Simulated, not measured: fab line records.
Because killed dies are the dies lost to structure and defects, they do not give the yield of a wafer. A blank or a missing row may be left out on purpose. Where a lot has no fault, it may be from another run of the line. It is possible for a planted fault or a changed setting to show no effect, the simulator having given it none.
The tool behind it: which one? :: flow n5 finfet :: 13 lots with 33 wafers sampled at 3 steps, on a route of 1938 steps

WHAT THE GAUGES SHOWED, per wafer
N5_BEOL_M6_OCD_MEAS_38. Usual: trench depth nm 94.8 nm, standard deviation 1.7.
lot: L445
measured: day 10 08:28
on: ocd-01
trench depth nm (nm): 94.3 92.7 92.4
flag: 

lot: L449
measured: day 10 13:40
on: ocd-01
trench depth nm (nm): 94.2 95.2
flag: 

lot: L447
measured: day 10 16:43
on: ocd-01
trench depth nm (nm): 93.0 94.1 94.9
flag: 

lot: L453
measured: day 12 03:17
on: ocd-02
trench depth nm (nm): 94.4 98.3
flag: 

lot: L459
measured: day 13 11:13
on: ocd-02
trench depth nm (nm): 92.0 93.7 93.3
flag: 

lot: L458
measured: day 13 11:37
on: ocd-02
trench depth nm (nm): 94.1 93.6
flag: 

lot: L461
measured: day 14 03:46
on: ocd-02
trench depth nm (nm): 96.0 94.7
flag: 

lot: L462
measured: day 14 06:32
on: ocd-02
trench depth nm (nm): 93.7 96.1 96.6
flag: 

lot: L463
measured: day 14 10:50
on: ocd-01
trench depth nm (nm): 92.6 94.0
flag: 

lot: L464
measured: day 14 11:25
on: ocd-02
trench depth nm (nm): 94.8 92.6
flag: 

lot: L465
measured: day 14 13:54
on: ocd-02
trench depth nm (nm): 95.4 95.9 94.2
flag: 

lot: L467
measured: day 15 06:44
on: ocd-02
trench depth nm (nm): 96.3 92.2 96.3
flag: 

lot: L466
measured: day 15 07:15
on: ocd-02
trench depth nm (nm): 97.8 92.6 92.7
flag: 

N5_BEOL_M6_CD_MEAS_35: target cd 40 nm, target cd y 28 nm. Usual: cd nm 40.1 nm, standard deviation 0.61.
lot: L445
measured: day 10 08:37
on: cd sem-02
cd nm (nm): 40.9 39.3 40.1
flag: 

lot: L449
measured: day 10 13:49
on: cd sem-02
cd nm (nm): 40.6 39.6
flag: 

lot: L447
measured: day 10 16:52
on: cd sem-02
cd nm (nm): 39.7 39.5 39.0
flag: 

lot: L453
measured: day 12 03:27
on: cd sem-02
cd nm (nm): 40.2 39.6
flag: 

lot: L459
measured: day 13 11:22
on: cd sem-01
cd nm (nm): 40.2 41.1 41.1
flag: 

lot: L458
measured: day 13 11:46
on: cd sem-03
cd nm (nm): 40.2 39.2
flag: 

lot: L461
measured: day 14 03:55
on: cd sem-01
cd nm (nm): 40.8 40.1
flag: 

lot: L462
measured: day 14 06:41
on: cd sem-02
cd nm (nm): 40.4 40.6 40.6
flag: 

lot: L463
measured: day 14 10:59
on: cd sem-02
cd nm (nm): 40.1 39.8
flag: 

lot: L464
measured: day 14 11:34
on: cd sem-03
cd nm (nm): 38.6 39.1
flag: 

lot: L465
measured: day 14 14:03
on: cd sem-01
cd nm (nm): 40.7 39.3 40.3
flag: 

lot: L467
measured: day 15 06:53
on: cd sem-01
cd nm (nm): 39.6 38.9 39.6
flag: 

lot: L466
measured: day 15 07:24
on: cd sem-03
cd nm (nm): 40.4 39.4 40.0
flag: 

TOOL THAT RAN EACH LOT (tool first, then ch and the chambers of the sampled wafers, then the start)
lot: L445
N5_BEOL_M6_ETCH_41: rie diel-01 ch 1,2, day 10 08:20

lot: L449
N5_BEOL_M6_ETCH_41: rie diel-01 ch 1,3, day 10 13:32

lot: L447
N5_BEOL_M6_ETCH_41: rie diel-01 ch 0,1,3, day 10 16:35

lot: L453
N5_BEOL_M6_ETCH_41: rie diel-01 ch 0,3, day 12 03:10

lot: L459
N5_BEOL_M6_ETCH_41: rie diel-03 ch 0,3, day 13 11:06

lot: L458
N5_BEOL_M6_ETCH_41: rie diel-03 ch 0,3, day 13 11:29

lot: L461
N5_BEOL_M6_ETCH_41: rie diel-06 ch 0,1, day 14 03:39

lot: L462
N5_BEOL_M6_ETCH_41: rie diel-06 ch 0,2,3, day 14 06:24

lot: L463
N5_BEOL_M6_ETCH_41: rie diel-03 ch 0, day 14 10:43

lot: L464
N5_BEOL_M6_ETCH_41: rie diel-06 ch 0,1, day 14 11:16

lot: L465
N5_BEOL_M6_ETCH_41: rie diel-06 ch 0,2,3, day 14 13:46

lot: L467
N5_BEOL_M6_ETCH_41: rie diel-01 ch 0,1, day 15 06:37

lot: L466
N5_BEOL_M6_ETCH_41: rie diel-01 ch 0,2, day 15 07:08
- N5_BEOL_M6_ETCH_41: etches SiCN in CH3F/O2, target depth 29.7 nm, time 52 s.

AS READ BY THE TOOLS THEMSELVES (means over the sampled wafers that have a number; for cases with no such wafer, the mark the record gives instead)
N5_BEOL_M6_ETCH_41. Usual: drypump motor current A 5.7 A, standard deviation 0.48; oes product au 0.82 a.u., standard deviation 0.086; rf vpp V 296.6 V, standard deviation 1.2; showerhead plenum p Torr 1.96 Torr, standard deviation 0.041; throttle valve pct 16.29 %, standard deviation 0.23.
lot: L445
tool: rie diel-01
drypump motor current A (A): 6.0
oes product au (a.u.): 0.88
rf vpp V (V): 296.7
showerhead plenum p Torr (Torr): 1.96
throttle valve pct (%): 16.24
flag: 

lot: L449
tool: rie diel-01
drypump motor current A (A): 6.2
oes product au (a.u.): 0.86
rf vpp V (V): 296.1
showerhead plenum p Torr (Torr): 1.95
throttle valve pct (%): 16.03
flag: 

lot: L447
tool: rie diel-01
drypump motor current A (A): 5.7
oes product au (a.u.): 0.73
rf vpp V (V): 295.9
showerhead plenum p Torr (Torr): 1.96
throttle valve pct (%): 16.29
flag: 

lot: L453
tool: rie diel-01
drypump motor current A (A): 5.5
oes product au (a.u.): 0.76
rf vpp V (V): 295.7
showerhead plenum p Torr (Torr): 1.96
throttle valve pct (%): 16.18
flag: 

lot: L459
tool: rie diel-03
drypump motor current A (A): 5.4
oes product au (a.u.): 0.70
rf vpp V (V): 295.6
showerhead plenum p Torr (Torr): 1.94
throttle valve pct (%): 16.43
flag: 

lot: L458
tool: rie diel-03
drypump motor current A (A): 5.5
oes product au (a.u.): 0.71
rf vpp V (V): 296.6
showerhead plenum p Torr (Torr): 1.95
throttle valve pct (%): 16.46
flag: 

lot: L461
tool: rie diel-06
drypump motor current A (A): 5.8
oes product au (a.u.): 0.83
rf vpp V (V): 296.6
showerhead plenum p Torr (Torr): 1.94
throttle valve pct (%): 16.16
flag: 

lot: L462
tool: rie diel-06
drypump motor current A (A): 5.5
oes product au (a.u.): 0.83
rf vpp V (V): 298.6
showerhead plenum p Torr (Torr): 1.96
throttle valve pct (%): 16.31
flag: 

lot: L463
tool: rie diel-03
drypump motor current A (A): 5.2
oes product au (a.u.): 0.68
rf vpp V (V): 295.2
showerhead plenum p Torr (Torr): 1.89
throttle valve pct (%): 16.41
flag: 

lot: L464
tool: rie diel-06
drypump motor current A (A): 5.8
oes product au (a.u.): 0.83
rf vpp V (V): 295.6
showerhead plenum p Torr (Torr): 1.94
throttle valve pct (%): 16.16
flag: 

lot: L465
tool: rie diel-06
drypump motor current A (A): 5.6
oes product au (a.u.): 0.83
rf vpp V (V): 295.2
showerhead plenum p Torr (Torr): 1.96
throttle valve pct (%): 16.30
flag: 

lot: L467
tool: rie diel-01
drypump motor current A (A): 5.3
oes product au (a.u.): 0.87
rf vpp V (V): 296.8
showerhead plenum p Torr (Torr): 1.96
throttle valve pct (%): 16.35
flag: 

lot: L466
tool: rie diel-01
drypump motor current A (A): 5.5
oes product au (a.u.): 0.83
rf vpp V (V): 295.8
showerhead plenum p Torr (Torr): 1.95
throttle valve pct (%): 16.42
flag: 

THE ANSWER, worked out from the rows above alone
Rule: a lot is off if the mean of its wafers that have a number lies more than 3 standard deviations from the usual mean. A lot without any number at a reading at which 4 lots or more have one is off too. All remaining lots with rows at the step are treated as sound. Order of review: gauges by route order, followed by the tools' own readings, for which a lot's mean as printed above is used. At the first step where some lot is off, the reading lying furthest off is the one used; lots without a number count as furthest.
No lot is off on any of the readings shown, so nothing can be concluded from this.

WHAT THE SIMULATOR PUT IN
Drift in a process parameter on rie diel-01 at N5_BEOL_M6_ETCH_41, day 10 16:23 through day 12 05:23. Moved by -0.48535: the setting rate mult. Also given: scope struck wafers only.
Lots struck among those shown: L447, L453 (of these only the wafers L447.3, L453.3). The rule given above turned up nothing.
